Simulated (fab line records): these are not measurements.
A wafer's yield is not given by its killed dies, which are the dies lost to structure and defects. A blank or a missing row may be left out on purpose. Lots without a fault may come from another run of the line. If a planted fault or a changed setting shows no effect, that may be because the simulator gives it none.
fab line records ; flow n5Finfet ; part 1 of 2: steps 1 to 24 of 29
record lots=5; wafers=15; lastDay=16
route steps=1938 shown GATE_CUT@502 MOL_CONTACT_COAG@517
lots that met no fault: taken from a fault-free run of the same line
startH: the number of hours between the record's first day and the start of the first shown wafer of the lot ; waitH: hours since the lot's step before ; " the same as in the row above ; L1.1+2: a row that stands for several wafers ; - either no value or no given start ; * or withheld: withheld ; < > ~ a bound
route shown NAME@n: a module of which the file shows steps, and the number in the route of the first ; usual: mean and standard deviation over wafers with no fault ; same: alike in all rows ; chamber/n: place in a boat ; sites: the reading at each site ; _std_site: the standard deviation of these ; _edge_site: inner sites' mean taken away from outer sites' mean ; radiusMm: for every site, how far away it sits from the centre of the wafer ; mask NAME#n: copy n ; behind: the last tool/chamber to shape the wafer ; hold: reason for holding the lot/hours on hold/outcome of the hold ; device: which transistor (n, p or np) failed to switch ; end of line: the route-end tests of the same wafers ; where a step has no rows: the recipe by itself ; killed: at the first sort, the dies lost to defects and structure; wafer yield is something else ; map: a wafer's dies, marking killed ones x, the rest . and places with no die _
set.NAME: the setting the step ran with; set.NAME@STEP: the setting that earlier step ran with ; model.NAME: the simulator's own value behind a step, which no gauge read
lots at some steps of the route; a table a step, a row a wafer
services: when a tool's chamber went out of use (startH, in hours from the record's first day, below 0 if earlier), for how many hours, and the reason
## steps
# step N5_GATE_CUT_CUT_ETCH_55
# recipe chemistry=BCl3; target=HfO2; maskMaterial=SiO2; targetDepthA=32; ionEnergyEv=30; pressureMtorr=5; icpW=450; biasW=18; bcl3FlowSccm=80
# usual drypumpMotorCurrentA=6.03/0.24; oesProductAu=0.74/0.12; throttleValvePct=33.1/0.42
lot.wafer;tool;chamber;startH;waitH;drypumpMotorCurrentA;oesProductAu;rfHoursCounterH;throttleValvePct
L081.1;rieMetal-03;1;132.82;0.0;6.00;0.83;30;33.2
L081.2;rieMetal-03;0;132.82;0.0;6.12;0.64;113;33.5
L081.5;rieMetal-03;0;132.82;0.0;6.13;0.63;-;33.5
L083.2;rieMetal-03;0;139.63;0.0;6.12;0.63;114;33.5
L083.4;rieMetal-03;0;139.63;0.0;6.13;0.62;-;33.5
L083.6;rieMetal-03;1;139.63;0.0;6.00;0.81;-;33.2
L086.2;rieMetal-03;0;155.96;0.0;6.12;0.63;117;33.5
L086.5;rieMetal-03;1;155.96;0.0;6.00;0.81;-;33.2
L086.6;rieMetal-03;0;155.96;0.0;6.14;0.63;-;33.5
L093.1;rieMetal-01;0;198.91;0.0;6.27;0.79;36;32.4
L093.3;rieMetal-01;1;198.91;0.0;6.16;0.97;-;33.0
L093.5;rieMetal-01;1;198.91;0.0;6.17;0.96;-;33.0
L092.4;rieMetal-02;1;205.72;0.0;5.46;0.62;-;33.0
L092.5;rieMetal-02;1;205.72;0.0;5.46;0.63;-;33.0
L092.6;rieMetal-02;0;205.72;0.0;5.76;0.59;-;33.6
# step N5_GATE_CUT_ETCH_47
# recipe chemistry=Cl2/BCl3; target=SiO2; targetDepthA=100; pressureMtorr=10; icpW=1000; biasW=126; Cl2_flow_sccm=53.25; bcl3FlowSccm=21.75; Ar_flow_sccm=25
# usual drypumpMotorCurrentA=6.03/0.24; oesProductAu=0.74/0.12; throttleValvePct=22.84/0.17
lot.wafer;tool;chamber;startH;waitH;drypumpMotorCurrentA;oesProductAu;rfHoursCounterH;throttleValvePct
L081.1;rieMetal-03;1;132.85;0.0;6.00;0.82;30;22.78
L081.2;rieMetal-03;0;132.85;0.0;6.13;0.63;113;22.91
L081.5;rieMetal-03;0;132.85;0.0;6.12;0.63;-;22.92
L083.2;rieMetal-03;0;139.66;0.0;6.12;0.62;114;22.91
L083.4;rieMetal-03;0;139.66;0.0;6.13;0.62;-;22.91
L083.6;rieMetal-03;1;139.66;0.0;5.98;0.81;-;22.79
L086.2;rieMetal-03;0;155.99;0.0;6.11;0.62;117;22.90
L086.5;rieMetal-03;1;155.99;0.0;5.99;0.80;-;22.79
L086.6;rieMetal-03;0;155.99;0.0;6.11;0.62;-;22.92
L093.1;rieMetal-01;0;198.94;0.0;6.28;0.79;36;22.64
L093.3;rieMetal-01;1;198.94;0.0;6.18;0.97;-;22.69
L093.5;rieMetal-01;1;198.94;0.0;6.18;0.97;-;22.71
L092.4;rieMetal-02;1;205.75;0.0;5.46;0.63;-;22.88
L092.5;rieMetal-02;1;205.75;0.0;5.46;0.62;-;22.90
L092.6;rieMetal-02;0;205.75;0.0;5.80;0.59;-;23.23
# step N5_GATE_CUT_VAPOR_ETCH_48
# recipe chemistry=BCl3/Cl2; target=TiN; mode=isotropic
# usual drypumpMotorCurrentA=6.03/0.24; oesProductAu=0.74/0.12
lot.wafer;tool;chamber;startH;waitH;drypumpMotorCurrentA;oesProductAu
L081.1;rieMetal-03;1;132.88;0.0;6.00;0.80
L081.2;rieMetal-03;0;132.88;0.0;6.13;0.64
L081.5;rieMetal-03;0;132.88;0.0;6.11;0.63
L083.2;rieMetal-03;0;139.69;0.0;6.14;0.63
L083.4;rieMetal-03;0;139.69;0.0;6.12;0.64
L083.6;rieMetal-03;1;139.69;0.0;5.96;0.82
L086.2;rieMetal-03;0;156.02;0.0;6.15;0.63
L086.5;rieMetal-03;1;156.02;0.0;5.98;0.80
L086.6;rieMetal-03;0;156.02;0.0;6.14;0.63
L093.1;rieMetal-01;0;198.97;0.0;6.28;0.78
L093.3;rieMetal-01;1;198.97;0.0;6.20;0.96
L093.5;rieMetal-01;1;198.97;0.0;6.17;0.96
L092.4;rieMetal-02;1;205.78;0.0;5.47;0.62
L092.5;rieMetal-02;1;205.78;0.0;5.46;0.62
L092.6;rieMetal-02;0;205.78;0.0;5.76;0.59
# step N5_GATE_CUT_VAPOR_ETCH_49
# recipe chemistry=BCl3/Cl2; target=TiAlC; mode=isotropic
# usual drypumpMotorCurrentA=6.03/0.24; oesProductAu=0.74/0.12
lot.wafer;tool;chamber;startH;waitH;drypumpMotorCurrentA;oesProductAu
L081.1;rieMetal-03;1;132.91;0.0;6.00;0.82
L081.2;rieMetal-03;0;132.91;0.0;6.15;0.64
L081.5;rieMetal-03;0;132.91;0.0;6.14;0.64
L083.2;rieMetal-03;0;139.72;0.0;6.10;0.63
L083.4;rieMetal-03;0;139.72;0.0;6.12;0.63
L083.6;rieMetal-03;1;139.72;0.0;6.00;0.80
L086.2;rieMetal-03;0;156.05;0.0;6.13;0.63
L086.5;rieMetal-03;1;156.05;0.0;5.99;0.80
L086.6;rieMetal-03;0;156.05;0.0;6.15;0.63
L093.1;rieMetal-01;0;199.00;0.0;6.25;0.78
L093.3;rieMetal-01;1;199.00;0.0;6.20;0.96
L093.5;rieMetal-01;1;199.00;0.0;6.17;0.96
L092.4;rieMetal-02;1;205.81;0.0;5.45;0.62
L092.5;rieMetal-02;1;205.81;0.0;5.45;0.62
L092.6;rieMetal-02;0;205.81;0.0;5.76;0.59
# step N5_GATE_CUT_VAPOR_ETCH_51
# recipe chemistry=BCl3/Cl2; target=HfO2; mode=isotropic
# usual drypumpMotorCurrentA=6.03/0.24; oesProductAu=0.74/0.12
lot.wafer;tool;chamber;startH;waitH;drypumpMotorCurrentA;oesProductAu
L081.1;rieMetal-03;1;132.94;0.0;6.00;0.82
L081.2;rieMetal-03;0;132.94;0.0;6.14;0.63
L081.5;rieMetal-03;0;132.94;0.0;6.14;0.64
L083.2;rieMetal-03;0;139.75;0.0;6.12;0.63
L083.4;rieMetal-03;0;139.75;0.0;6.14;0.63
L083.6;rieMetal-03;1;139.75;0.0;6.01;0.82
L086.2;rieMetal-03;0;156.08;0.0;6.14;0.63
L086.5;rieMetal-03;1;156.08;0.0;6.00;0.80
L086.6;rieMetal-03;0;156.08;0.0;6.16;0.63
L093.1;rieMetal-01;0;199.03;0.0;6.28;0.77
L093.3;rieMetal-01;1;199.03;0.0;6.19;0.95
L093.5;rieMetal-01;1;199.03;0.0;6.17;0.97
L092.4;rieMetal-02;1;205.84;0.0;5.45;0.62
L092.5;rieMetal-02;1;205.84;0.0;5.45;0.62
L092.6;rieMetal-02;0;205.84;0.0;5.79;0.58
# step N5_GATE_CUT_STRIP_21
# recipe chemistry=N2/H2; timeS=30; powerW=1000; tempC=250; pressureMtorr=withheld; n2FlowSccm=1750; h2FlowSccm=3250
# usual drypumpMotorCurrentA=5.9/0.48; heaterPowerW=383/42; n2FlowSccm=1750/5
lot.wafer;tool;chamber;startH;waitH;drypumpMotorCurrentA;heaterPowerW;n2FlowSccm;rfHoursCounterH
L081.1;plasmaAsher-01;0;132.99;0.0;6.2;334;1740;108
L081.2;plasmaAsher-01;1;132.99;0.0;5.0;303;1760;108
L081.5;plasmaAsher-01;0;132.99;0.0;6.2;340;1741;-
L083.2;plasmaAsher-01;1;139.80;0.0;5.0;307;1763;110
L083.4;plasmaAsher-01;0;139.80;0.0;6.2;338;1754;-
L083.6;plasmaAsher-01;0;139.80;0.0;6.2;334;1752;-
L086.2;plasmaAsher-01;1;156.14;0.0;4.9;303;1744;113
L086.5;plasmaAsher-01;0;156.14;0.0;6.2;329;1748;-
L086.6;plasmaAsher-01;1;156.14;0.0;5.0;315;1746;-
L093.1;plasmaAsher-02;1;199.09;0.0;6.3;426;1753;58
L093.3;plasmaAsher-02;1;199.09;0.0;6.4;420;1752;-
L093.5;plasmaAsher-02;1;199.09;0.0;6.3;422;1752;-
L092.4;plasmaAsher-01;0;205.97;0.1;6.2;333;1753;-
L092.5;plasmaAsher-01;1;205.97;0.1;5.0;313;1747;-
L092.6;plasmaAsher-01;0;205.97;0.1;6.2;342;1752;-
# step N5_GATE_CUT_STRIP_29
# recipe chemistry=postEtchResidueRemover; timeS=60; tempC=25; removerPh=withheld; removerWaterWtPct=withheld; removerFluorideWtPct=withheld
lot.wafer;tool;chamber;startH;waitH
L081.1+2+5;wetBench-06;3,7,4;133.08;0.1
L083.2+4+6;wetBench-02;1,0,6;139.89;0.1
L086.2+5+6;wetBench-06;4,7,0;156.23;0.1
L093.1+3+5;wetBench-03;5,0,6;199.17;0.1
L092.4+5+6;wetBench-06;5,7,3;206.04;0.0
# step N5_GATE_CUT_SRD_52
# recipe dry=ipaMarangoni; timeS=30; tempC=23; rinseLiquid=diw
lot.wafer;tool;chamber;startH;waitH
L081.1+2+5;wetBench-06;3,7,4;133.10;0.0
L083.2+4+6;wetBench-02;1,0,6;139.91;0.0
L086.2+5+6;wetBench-06;4,7,0;156.25;0.0
L093.1+3+5;wetBench-03;5,0,6;199.19;0.0
L092.4+5+6;wetBench-06;5,7,3;206.06;0.0
# step N5_GATE_CUT_ALD_22
# recipe material=SiNx; targetThkA=160; tempC=400; aldPrecursorFamily=SiH2I2; aldCoReactant=N2/H2-plasma; pulseTimeS=1; aldCycles=320; purgeTimeS=2; coReactantPurgeTimeS=2; pressureTorr=2
# usual chamberPressureTorr=2.000/0.0047; heaterPowerW=826/80; precursorPulseHeightRel=0.998/0.019; susceptorTempC=399.97/0.22
# same purgeTimeS=2
lot.wafer;tool;chamber;startH;waitH;chamberPressureTorr;heaterPowerW;precursorPulseHeightRel;susceptorTempC
L081.1;aldSin-02;2;133.14;0.0;2.002;723;1.009;400.05
L081.2;aldSin-02;3;133.14;0.0;1.999;742;0.991;400.23
L081.5;aldSin-02;1;133.14;0.0;1.999;738;0.999;399.99
L083.2;aldSin-03;0;139.95;0.0;1.989;962;1.008;399.54
L083.4;aldSin-03;2;139.95;0.0;2.000;893;0.994;400.08
L083.6;aldSin-03;2;139.95;0.0;1.990;913;1.010;399.85
L086.2;aldSin-02;1;156.30;0.0;2.001;744;1.010;399.76
L086.5;aldSin-02;0;156.30;0.0;2.000;775;0.996;399.88
L086.6;aldSin-02;3;156.30;0.0;2.003;772;1.027;399.95
L093.1;aldSin-01;2;199.24;0.0;1.995;904;1.008;400.04
L093.3;aldSin-01;0;199.24;0.0;1.997;717;0.988;400.23
L093.5;aldSin-01;1;199.24;0.0;2.003;867;0.990;399.70
L092.4;aldSin-02;3;206.10;0.0;1.994;761;1.015;399.86
L092.5;aldSin-02;1;206.10;0.0;1.995;727;1.028;400.49
L092.6;aldSin-02;2;206.10;0.0;2.002;720;1.006;399.70
# step N5_GATE_CUT_CMP_23
# recipe stopOn=SiO2; tOverpolishS=23.4; postCmpClean=alkalineBrush; downForcePsi=2.5; platenRpm=51.8; padVelocityMS=1.0307; targetThkNm=16
# usual motorCurrentA=9.1/0.85; overpolishRunS=23.401/0.0097; timeToEndpointS=20.6/2.1
lot.wafer;tool;chamber;startH;waitH;motorCurrentA;overpolishRunS;timeToEndpointS
L081.2;cmp-03;2;134.63;0.8;10.6;23.401;19.9
L081.1;cmp-03;1;134.63;0.8;7.7;23.404;21.0
L081.5;cmp-03;3;134.63;0.8;9.3;23.382;16.3
L083.4;cmp-02;1;141.48;0.8;7.5;23.400;20.7
L083.2;cmp-02;2;141.48;0.8;8.8;23.413;17.3
L083.6;cmp-02;1;141.48;0.8;7.9;23.405;19.3
L086.2;cmp-04;2;157.90;0.9;9.8;23.415;22.5
L086.6;cmp-04;3;157.90;0.9;9.6;23.398;21.3
L086.5;cmp-04;0;157.90;0.9;8.2;23.377;26.3
L093.3;cmp-03;2;200.75;0.8;10.4;23.396;20.2
L093.1;cmp-03;1;200.75;0.8;8.0;23.403;21.1
L093.5;cmp-03;3;200.75;0.8;8.9;23.404;21.0
L092.4;cmp-03;0;207.63;0.8;9.1;23.396;21.6
L092.6;cmp-03;3;207.63;0.8;9.7;23.408;19.5
L092.5;cmp-03;0;207.63;0.8;9.2;23.392;21.0
# step N5_GATE_CUT_THK_MEAS_24
# recipe reads=SiO2_of_GATE_CUT_HM_DEP_46+SiO2_flowable_of_ILD0_FCVD_FILL_01
# usual GC_FILL_THK=219.8/1.9
lot.wafer;tool;chamber;startH;waitH;GC_FILL_THK[nm]
L081.1;filmMetro-01;-;134.93;-;217.5
L081.2;filmMetro-01;-;134.93;-;217.3
L081.5;filmMetro-01;-;134.93;-;220.2
L083.2;filmMetro-02;-;141.74;-;220.4
L083.4;filmMetro-02;-;141.74;-;221.4
L083.6;filmMetro-02;-;141.74;-;221.8
L086.2;filmMetro-01;-;158.09;-;217.4
L086.5;filmMetro-01;-;158.09;-;217.8
L086.6;filmMetro-01;-;158.09;-;222.4
L093.1;filmMetro-01;-;201.04;-;218.8
L093.3;filmMetro-01;-;201.04;-;220.6
L093.5;filmMetro-01;-;201.04;-;221.1
L092.4;filmMetro-01;-;207.89;-;218.0
L092.5;filmMetro-01;-;207.89;-;219.8
L092.6;filmMetro-01;-;207.89;-;219.5
# step N5_GATE_CUT_CMP_43
# recipe material=SiO2; postCmpClean=rinseOnly
# usual motorCurrentA=12.0/0.86
lot.wafer;tool;chamber;startH;waitH;motorCurrentA
L081.2;cmp-04;2;135.05;0.1;13.3
L081.1;cmp-04;1;135.05;0.1;11.3
L081.5;cmp-04;3;135.05;0.1;12.7
L083.4;cmp-04;0;141.93;0.2;11.7
L083.2;cmp-04;1;141.93;0.2;12.5
L083.6;cmp-04;3;141.93;0.2;12.5
L086.2;cmp-04;3;158.27;0.2;12.5
L086.6;cmp-04;1;158.27;0.2;12.5
L086.5;cmp-04;2;158.27;0.2;12.8
L093.3;cmp-04;3;201.15;0.1;12.0
L093.1;cmp-04;0;201.15;0.1;11.2
L093.5;cmp-04;2;201.15;0.1;13.2
L092.4;cmp-04;0;208.00;0.1;11.5
L092.6;cmp-04;3;208.00;0.1;12.5
L092.5;cmp-04;0;208.00;0.1;11.2
# step N5_GATE_CUT_CMP_61
# recipe stopOn=SiNx; tOverpolishS=3; postCmpClean=alkalineBrush; downForcePsi=4; platenRpm=27.09; padVelocityMS=0.539
# usual motorCurrentA=12.0/0.89
lot.wafer;tool;chamber;startH;waitH;motorCurrentA
L081.2;cmp-04;2;135.53;0.4;12.5
L081.1;cmp-04;1;135.53;0.4;11.2
L081.5;cmp-04;3;135.53;0.4;13.3
L083.4;cmp-04;0;142.31;0.3;11.9
L083.2;cmp-04;1;142.31;0.3;12.3
L083.6;cmp-04;3;142.31;0.3;12.6
L086.2;cmp-04;3;158.65;0.3;13.1
L086.6;cmp-04;1;158.65;0.3;11.9
L086.5;cmp-04;2;158.65;0.3;13.2
L093.3;cmp-04;3;201.58;0.3;13.1
L093.1;cmp-04;0;201.58;0.3;11.3
L093.5;cmp-04;2;201.58;0.3;12.4
L092.4;cmp-04;0;208.43;0.3;11.4
L092.6;cmp-04;3;208.43;0.3;12.4
L092.5;cmp-04;0;208.43;0.3;11.5
# step N5_GATE_CUT_INSPECT_26
# recipe inspectInstrument=darkfield; mode=postCmp
# usual rawDefectCount=40/16
lot.wafer;tool;chamber;startH;waitH;rawDefectCount
L081.1;defectInspect-02;-;135.76;0.0;38
L081.2;defectInspect-02;-;135.76;0.0;53
L081.5;defectInspect-02;-;135.76;0.0;52
L083.2;defectInspect-01;-;142.48;0.0;23
L083.4;defectInspect-01;-;142.48;0.0;20
L083.6;defectInspect-01;-;142.48;0.0;20
L086.2;defectInspect-02;-;158.83;0.0;55
L086.5;defectInspect-02;-;158.83;0.0;29
L086.6;defectInspect-02;-;158.83;0.0;37
L093.1;defectInspect-02;-;201.78;0.0;25
L093.3;defectInspect-02;-;201.78;0.0;29
L093.5;defectInspect-02;-;201.78;0.0;47
L092.4;defectInspect-02;-;208.63;0.0;54
L092.5;defectInspect-02;-;208.63;0.0;37
L092.6;defectInspect-02;-;208.63;0.0;50
# step N5_MOL_CONTACT_COAG_COAT_103
# recipe resist=SOC; tempC=250; timeS=60; spinRpm=1500; resistThkNm=80
# usual heaterPowerTotalW=500.4/1.9; plateTempC=249.97/0.17
lot.wafer;tool;chamber;startH;waitH;heaterPowerTotalW;plateTempC
L081.1;lithoTrack-01;0;135.79;0.0;497.8;249.73
L081.2;lithoTrack-01;0;135.79;0.0;499.1;249.72
L081.5;lithoTrack-01;0;135.79;0.0;497.3;249.74
L083.2;lithoTrack-05;0;142.51;0.0;502.2;249.65
L083.4;lithoTrack-05;0;142.51;0.0;498.7;250.03
L083.6;lithoTrack-05;0;142.51;0.0;502.5;249.85
L086.2;lithoTrack-01;0;158.86;0.0;501.2;249.89
L086.5;lithoTrack-01;0;158.86;0.0;503.3;250.00
L086.6;lithoTrack-01;0;158.86;0.0;502.5;250.10
L093.1;lithoTrack-04;0;201.81;0.0;499.8;250.10
L093.3;lithoTrack-04;0;201.81;0.0;501.6;249.97
L093.5;lithoTrack-04;0;201.81;0.0;497.4;249.93
L092.4;lithoTrack-04;0;208.66;0.0;497.3;250.07
L092.5;lithoTrack-04;0;208.66;0.0;502.7;250.03
L092.6;lithoTrack-04;0;208.66;0.0;499.5;250.21
# step N5_MOL_CONTACT_COAG_COAT_104
# recipe resist=SiARC; tempC=220; timeS=60; spinRpm=1500; resistThkNm=12
# usual heaterPowerTotalW=427.5/1.9; plateTempC=220.01/0.15
lot.wafer;tool;chamber;startH;waitH;heaterPowerTotalW;plateTempC
L081.1;lithoTrack-01;0;-;-;429.9;220.21
L081.2;lithoTrack-01;0;-;-;428.9;219.93
L081.5;lithoTrack-01;0;-;-;426.0;220.07
L083.2;lithoTrack-05;0;-;-;426.2;219.94
L083.4;lithoTrack-05;0;-;-;426.3;220.03
L083.6;lithoTrack-05;0;-;-;427.6;220.08
L086.2;lithoTrack-01;0;-;-;428.4;219.85
L086.5;lithoTrack-01;0;-;-;427.5;220.29
L086.6;lithoTrack-01;0;-;-;428.2;220.30
L093.1;lithoTrack-04;0;-;-;429.1;220.02
L093.3;lithoTrack-04;0;-;-;424.4;219.90
L093.5;lithoTrack-04;0;-;-;427.8;220.17
L092.4;lithoTrack-04;0;-;-;428.7;219.89
L092.5;lithoTrack-04;0;-;-;424.7;220.08
L092.6;lithoTrack-04;0;-;-;427.6;220.11
# step N5_MOL_CONTACT_COAG_COAT_58
# recipe resist=underlayer; tempC=205; timeS=60; spinRpm=1500; resistThkNm=10
# usual heaterPowerTotalW=391.6/1.3; plateTempC=205.02/0.16
lot.wafer;tool;chamber;startH;waitH;heaterPowerTotalW;plateTempC
L081.1;lithoTrack-01;0;-;-;391.8;204.97
L081.2;lithoTrack-01;0;-;-;393.8;204.94
L081.5;lithoTrack-01;0;-;-;393.3;204.88
L083.2;lithoTrack-05;0;-;-;390.7;204.99
L083.4;lithoTrack-05;0;-;-;392.3;205.07
L083.6;lithoTrack-05;0;-;-;392.9;205.18
L086.2;lithoTrack-01;0;-;-;393.5;204.84
L086.5;lithoTrack-01;0;-;-;390.3;205.15
L086.6;lithoTrack-01;0;-;-;393.6;204.72
L093.1;lithoTrack-04;0;-;-;391.3;204.81
L093.3;lithoTrack-04;0;-;-;389.8;205.08
L093.5;lithoTrack-04;0;-;-;389.8;204.93
L092.4;lithoTrack-04;0;-;-;392.3;204.88
L092.5;lithoTrack-04;0;-;-;391.3;204.73
L092.6;lithoTrack-04;0;-;-;390.2;204.88
# step N5_MOL_CONTACT_COAG_COAT_02
# recipe resist=CAR-EUV; spinRpm=1500; resistThkNm=30
lot.wafer;tool;chamber;startH;waitH
L081.1+2+5;lithoTrack-01;0;-;-
L083.2+4+6;lithoTrack-05;0;-;-
L086.2+5+6;lithoTrack-01;0;-;-
L093.1+3+5;lithoTrack-04;0;-;-
L092.4+5+6;lithoTrack-04;0;-;-
# step N5_MOL_CONTACT_COAG_EBR_04
# recipe solvent=PGMEA; ebrWidthMm=1.5
lot.wafer;tool;chamber;startH;waitH
L081.1+2+5;lithoTrack-01;0;-;-
L083.2+4+6;lithoTrack-05;0;-;-
L086.2+5+6;lithoTrack-01;0;-;-
L093.1+3+5;lithoTrack-04;0;-;-
L092.4+5+6;lithoTrack-04;0;-;-
# step N5_MOL_CONTACT_COAG_SOFTBAKE_03
# recipe tempC=110; timeS=60; resist=CAR-EUV
# usual heaterPowerTotalW=175.5/1.6; plateTempC=110.02/0.13
lot.wafer;tool;chamber;startH;waitH;heaterPowerTotalW;plateTempC
L081.1;lithoTrack-01;0;-;-;176.9;110.02
L081.2;lithoTrack-01;0;-;-;174.9;109.99
L081.5;lithoTrack-01;0;-;-;177.6;110.00
L083.2;lithoTrack-05;0;-;-;176.6;110.00
L083.4;lithoTrack-05;0;-;-;175.6;109.99
L083.6;lithoTrack-05;0;-;-;175.1;109.83
L086.2;lithoTrack-01;0;-;-;174.0;110.06
L086.5;lithoTrack-01;0;-;-;173.1;110.20
L086.6;lithoTrack-01;0;-;-;173.0;109.74
L093.1;lithoTrack-04;0;-;-;174.1;110.04
L093.3;lithoTrack-04;0;-;-;177.6;109.92
L093.5;lithoTrack-04;0;-;-;177.4;109.97
L092.4;lithoTrack-04;0;-;-;177.2;109.95
L092.5;lithoTrack-04;0;-;-;177.2;109.79
L092.6;lithoTrack-04;0;-;-;177.6;109.81
# step N5_MOL_CONTACT_COAG_EXPOSE_05
# recipe maskId=CA; na=0.33; sourceShape=annular; sigmaInner=0.4; sigmaOuter=0.8; polarization=unpolarized; defocusNm=0; doseMj=38.25
# same sigmaOuter=0.8
lot.wafer;tool;chamber;startH;waitH;mask
L081.1+2+5;euvScanner-02;0;136.07;-;CA#0
L083.2+4+6;euvScanner-02;0;142.65;-;CA#0
L086.2+5+6;euvScanner-01;0;159.13;-;CA#0
L093.1+3+5;euvScanner-02;0;201.95;-;CA#0
L092.4+5+6;euvScanner-02;0;208.82;-;CA#0
# step N5_MOL_CONTACT_COAG_PEB_06
# recipe pebTempC=100; pebTimeS=60; resist=CAR-EUV
# usual heaterPowerTotalW=154.0/1; plateTempC=99.99/0.13
lot.wafer;tool;chamber;startH;waitH;heaterPowerTotalW;plateTempC
L081.1;lithoTrack-05;0;136.13;0.1;155.7;100.07
L081.2;lithoTrack-05;0;136.13;0.1;152.4;99.97
L081.5;lithoTrack-05;0;136.13;0.1;153.2;100.07
L083.2;lithoTrack-04;0;142.71;0.0;155.0;99.87
L083.4;lithoTrack-04;0;142.71;0.0;154.9;99.93
L083.6;lithoTrack-04;0;142.71;0.0;154.0;100.08
L086.2;lithoTrack-05;0;159.19;0.0;152.6;100.03
L086.5;lithoTrack-05;0;159.19;0.0;153.5;100.05
L086.6;lithoTrack-05;0;159.19;0.0;153.7;100.07
L093.1;lithoTrack-04;0;202.01;0.1;153.0;100.12
L093.3;lithoTrack-04;0;202.01;0.1;154.7;100.05
L093.5;lithoTrack-04;0;202.01;0.1;155.7;99.88
L092.4;lithoTrack-05;0;208.86;0.0;155.3;99.99
L092.5;lithoTrack-05;0;208.86;0.0;153.0;100.11
L092.6;lithoTrack-05;0;208.86;0.0;155.3;99.97
# step N5_MOL_CONTACT_COAG_DEVELOP_07
# recipe developTimeS=30; developer=TMAH; resist=CAR-EUV; rinseLiquid=surfactantRinse; dry=airSpin; devTempC=23
lot.wafer;tool;chamber;startH;waitH
L081.1+2+5;lithoTrack-05;0;-;-
L083.2+4+6;lithoTrack-04;0;-;-
L086.2+5+6;lithoTrack-05;0;-;-
L093.1+3+5;lithoTrack-04;0;-;-
L092.4+5+6;lithoTrack-05;0;-;-
# step N5_MOL_CONTACT_COAG_CD_MEAS_08
# recipe targetCdNm=28; landingEnergyEv=500; detector=seInlens; polarity=opening
# usual cdNm=27.96/0.25
lot.wafer;tool;chamber;startH;waitH;cdNm
L081.1;cdSem-02;0;136.20;-;27.46
L081.2;cdSem-02;0;136.20;-;28.16
L081.5;cdSem-02;0;136.20;-;28.09
L083.2;cdSem-01;0;142.78;-;27.67
L083.4;cdSem-01;0;142.78;-;28.01
L083.6;cdSem-01;0;142.78;-;27.98
L086.2;cdSem-03;0;159.25;-;27.73
L086.5;cdSem-03;0;159.25;-;28.16
L086.6;cdSem-03;0;159.25;-;27.86
L093.1;cdSem-01;0;202.08;-;28.03
L093.3;cdSem-01;0;202.08;-;28.04
L093.5;cdSem-01;0;202.08;-;27.98
L092.4;cdSem-02;0;208.93;-;28.39
L092.5;cdSem-02;0;208.93;-;28.16
L092.6;cdSem-02;0;208.93;-;27.98
